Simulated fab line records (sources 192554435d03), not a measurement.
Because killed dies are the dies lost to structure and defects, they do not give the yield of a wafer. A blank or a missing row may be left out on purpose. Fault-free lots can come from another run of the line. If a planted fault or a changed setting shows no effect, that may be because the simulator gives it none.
Split-lot experiment -- flow n5_finfet -- on a route of 1938 steps: 7 lots, 39 wafers read

== SPLIT DETAILS ==
At N5_HKMG_FIN_HK_ALD_01 (deposits HfO2, target thk 1.6 nm, pulse time 3 s, purge time 3 s), the setting ald_cycles was moved away from the recipe's 30 on 15 of the 39 wafers read, by -10.0% to +6.7%. All remaining wafers had this setting at the recipe value.

== FROM THE SPLIT TO THE READING: what the file shows between them, 5 steps ==
- N5_HKMG_FIN_ETCH_54: etches SiARC in CF4, target depth 45.5 nm, time 75.8 s (also split here: cf4_flow_sccm)
- N5_HKMG_FIN_ETCH_55: etches SOC in N2/H2, target depth 240 nm, time 300 s
- N5_HKMG_FIN_STRIP_56: strips in N2/H2
- N5_HKMG_FIN_WET_ETCH_82: etches La2O3 in dHCl, stops on HfO2, target depth 2 nm, rinse time 30 s
- N5_HKMG_FIN_ALD_36: deposits TiN, target thk 1 nm, pulse time 1 s, purge time 3 s

== THE READING ==
HK_THK, in nm, at N5_HKMG_FIN_THK_MEAS_70 (measures by xrf). Fault-free wafers of this fab line usually give 1.617 nm, standard deviation 0.02 nm.

wafer,"tool, chamber at the split",ald_cycles as run,against the recipe,"HK_THK, nm",against lot-mates on the recipe
L076.1,"ald_hk-01, 0,1,3",30,recipe,1.612,-
L076.2,"ald_hk-01, 0,1,3",30,recipe,1.647,-
L076.3,"ald_hk-01, 0,1,3",30,recipe,1.631,-
L078.1,"ald_hk-03, 3,2,0",27,-10.0%,1.450,-0.142
L078.2,"ald_hk-03, 3,2,0",27,-10.0%,1.483,-0.109
L078.3,"ald_hk-03, 1,0,1",30,recipe,1.582,-
L078.4,"ald_hk-03, 3,2,0",27,-10.0%,1.459,-0.133
L078.5,"ald_hk-03, 1,0,1",30,recipe,1.602,-
L078.6,"ald_hk-03, 1,0,1",30,recipe,1.592,-
L079.1,"ald_hk-03, 2,1,0",30,recipe,1.618,-
L079.2,"ald_hk-03, 0,3,1",32,+6.7%,1.732,+0.118
L079.3,"ald_hk-03, 0,3,1",32,+6.7%,1.705,+0.091
L079.4,"ald_hk-03, 2,1,0",30,recipe,1.617,-
L079.5,"ald_hk-03, 0,3,1",32,+6.7%,1.685,+0.071
L079.6,"ald_hk-03, 2,1,0",30,recipe,1.606,-
L087.1,"ald_hk-03, 0,2,1,3,3,0",30,recipe,1.626,-
L087.2,"ald_hk-03, 0,2,1,3,3,0",30,recipe,1.631,-
L087.3,"ald_hk-03, 0,2,1,3,3,0",30,recipe,1.610,-
L087.4,"ald_hk-03, 0,2,1,3,3,0",30,recipe,1.616,-
L087.5,"ald_hk-03, 0,2,1,3,3,0",30,recipe,1.612,-
L087.6,"ald_hk-03, 0,2,1,3,3,0",30,recipe,1.609,-
L089.1,"ald_hk-02, 0,2,2",30,recipe,1.639,-
L089.2,"ald_hk-02, 0,2,2",30,recipe,1.566,-
L089.3,"ald_hk-02, 3,1,3",31,+3.3%,1.676,+0.067
L089.4,"ald_hk-02, 3,1,3",31,+3.3%,1.660,+0.051
L089.5,"ald_hk-02, 0,2,2",30,recipe,1.621,-
L089.6,"ald_hk-02, 3,1,3",31,+3.3%,1.668,+0.059
L095.1,"ald_hk-02, 2,1,1",32,+6.7%,1.745,+0.131
L095.2,"ald_hk-02, 0,3,2",30,recipe,1.575,-
L095.3,"ald_hk-02, 0,3,2",30,recipe,1.657,-
L095.4,"ald_hk-02, 2,1,1",32,+6.7%,1.711,+0.097
L095.5,"ald_hk-02, 0,3,2",30,recipe,1.609,-
L095.6,"ald_hk-02, 2,1,1",32,+6.7%,1.703,+0.089
L096.1,"ald_hk-02, 3,1,0",32,+6.7%,1.687,+0.055
L096.2,"ald_hk-02, 3,1,0",32,+6.7%,1.744,+0.112
L096.3,"ald_hk-02, 2,3,2",30,recipe,1.596,-
L096.4,"ald_hk-02, 3,1,0",32,+6.7%,1.776,+0.144
L096.5,"ald_hk-02, 2,3,2",30,recipe,1.670,-
L096.6,"ald_hk-02, 2,3,2",30,recipe,1.629,-
If several chambers appear in one row, that row covers several wafers at once and the file leaves open which wafer was in which chamber.

FIT RESULTS
A straight line over all 39 wafers: HK_THK changes by +0.0155 nm for each +1% of ald_cycles; r = +0.94; the points scatter about the line by 0.024 nm.
The same after taking each lot's own level away (the mean of its wafers on the recipe; 39 wafers): +0.0141 nm for each +1%; r = +0.94; scatter 0.022 nm.
That fit puts the effect of the largest move of ald_cycles on the reading at 0.14 nm.
Measured against the standard deviation above, the lots' own levels, which go from 1.5920 to 1.6317 nm, span 2.0 times it.
Hence the lot-to-lot level has little effect on the slope; both slopes agree.
Check: -0.137 nm against its lot-mates is what the line predicts for one of the wafers moved furthest among these (-10.0%) when that wafer is left out of the fit. Against them it came out at -0.142 nm.

== OTHER SPLITS APPLIED TO THESE WAFERS ==
Note: prior to the reading, these wafers also went through further splits. Each is held against what the fit with the lots' levels taken away leaves over:
other split on the same wafers,wafers away from the commonest value,r with HK_THK (lot level and that fit taken away)
N5_WELL_APT_IMPLANT_15 energy_kev,15,-0.07
N5_DUMMY_GATE_EXPOSE_12 dose_mj,15,-0.28
N5_HKMG_FIN_ETCH_54 cf4_flow_sccm,9,+0.08

== FILE'S OWN FIT ==
HK_THK changes by +0.0143 nm for each +1% of ald_cycles, r = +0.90.
